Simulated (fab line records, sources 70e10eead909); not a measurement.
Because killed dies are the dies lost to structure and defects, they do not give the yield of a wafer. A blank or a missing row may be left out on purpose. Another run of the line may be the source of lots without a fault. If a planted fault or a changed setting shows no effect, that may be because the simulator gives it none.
A lot that was struck, set against a sound lot || flow nand_harc || 11 steps out of a route of 1302
Sound: these wafers, L952.1, L952.3, L952.6. Struck: wafer L963.4 (L963.1, L963.6, from the same lot, were not struck and are left out); the cause is given at the end.
Each step with rows lists, per side, the tool, then ch with its chambers, then its first start. Under that, the readings that differ: sound wafers || struck wafers || difference of the means || sigmas: that difference in standard deviations of wafers without a fault.
alike: a reading whose means differ by less than 2 such deviations, as well as words and numbers matching on both sides. not compared: withheld readings; readings where some wafer has no value; bounds like >300 that might hide an equal value; numbers whose values overlap and for which the record gives no deviation.
A row with sigmas, a row that says differs or no value, or rows on one side alone: a step with any of these is where the two part. Numbers that have no deviation but don't overlap get no sigmas and don't part them. A reading missing from all wafers of one side parts the sides only when that side holds two or more wafers.

NHARC_A_CHANNEL_FILL_D1_ALD_25: deposits SiOx, target thk 60 nm, pulse time 10 s, ald cycles 600.
  sound on ald_hk-01 ch 0,1,3, day 10 11:46; struck on ald_hk-04 ch 0, day 14 22:28
  alike: heater_power_w, precursor_pulse_height_rel
NHARC_A_CHANNEL_FILL_D1_ETCHBACK_08: etches the open film in C4F8, target depth 220 nm, time 110 s.
  sound: rie_diel-06 ch 0,1; struck: rie_diel-06 ch 3
  alike: oes_product_au, rf_vpp_V
  not compared: rf_hours_counter_h
NHARC_A_CHANNEL_FILL_D1_STRIP_29: strips in O2, time 20 s.
  sound: rie_diel-06 ch 1,2; struck: rie_diel-06 ch 0
  alike: drypump_motor_current_A, oes_product_au, rf_vpp_V, showerhead_plenum_p_Torr, throttle_valve_pct
  not compared: rf_hours_counter_h
then, 3 steps without rows for these wafers: NHARC_A_CHANNEL_FILL_D1_PRECLEAN_30 (cleans in dHF, time 30 s); NHARC_A_CHANNEL_FILL_D1_SRD_31; NHARC_A_CHANNEL_FILL_D1_CVD_09 (deposits poly-Si, target thk 150 nm, time 3000 s).
NHARC_A_CHANNEL_FILL_D1_CMP_10: polishes, target thk 150 nm.
  sound on cmp-01 ch 0,1,3, day 10 22:01; struck on cmp-02 ch 3, day 15 09:03
  alike: motor_current_A, time_to_endpoint_s
then, 1 step without rows for these wafers: NHARC_A_CHANNEL_FILL_D1_SRD_12.
NHARC_A_CHANNEL_FILL_D1_INSPECT_13:
  sound on defect_inspect-02 at day 10 22:25; struck on defect_inspect-01 at day 15 09:28
  alike: raw_defect_count
NHARC_A_DECK1_JOINT_ETCHBACK_07: etches the open film in HBr, target depth 105 nm, time 26.9 s.
  sound on rie_si-05 ch 0,1, day 10 22:28; struck on rie_si-03 ch 3, day 15 09:32
{"reading": "oes_product_au (a.u.)", "sound": "1.002 0.996 0.998", "struck": 1.412, "difference": "+0.413", "sigmas": "+46"}
  alike: drypump_motor_current_A, throttle_valve_pct
  not compared: rf_hours_counter_h
then, 1 step without rows for these wafers: NHARC_A_DECK1_JOINT_ETCH_25 (etches SiO2 in dHF, target depth 0.5 nm).

## WHERE THEY PART
Within this record, at NHARC_A_DECK1_JOINT_ETCHBACK_07 only.

WHY: what had been put in by the simulator
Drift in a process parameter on rie_si-03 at NHARC_A_DECK1_JOINT_ETCHBACK_07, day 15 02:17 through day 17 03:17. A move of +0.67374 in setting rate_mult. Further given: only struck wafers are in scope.
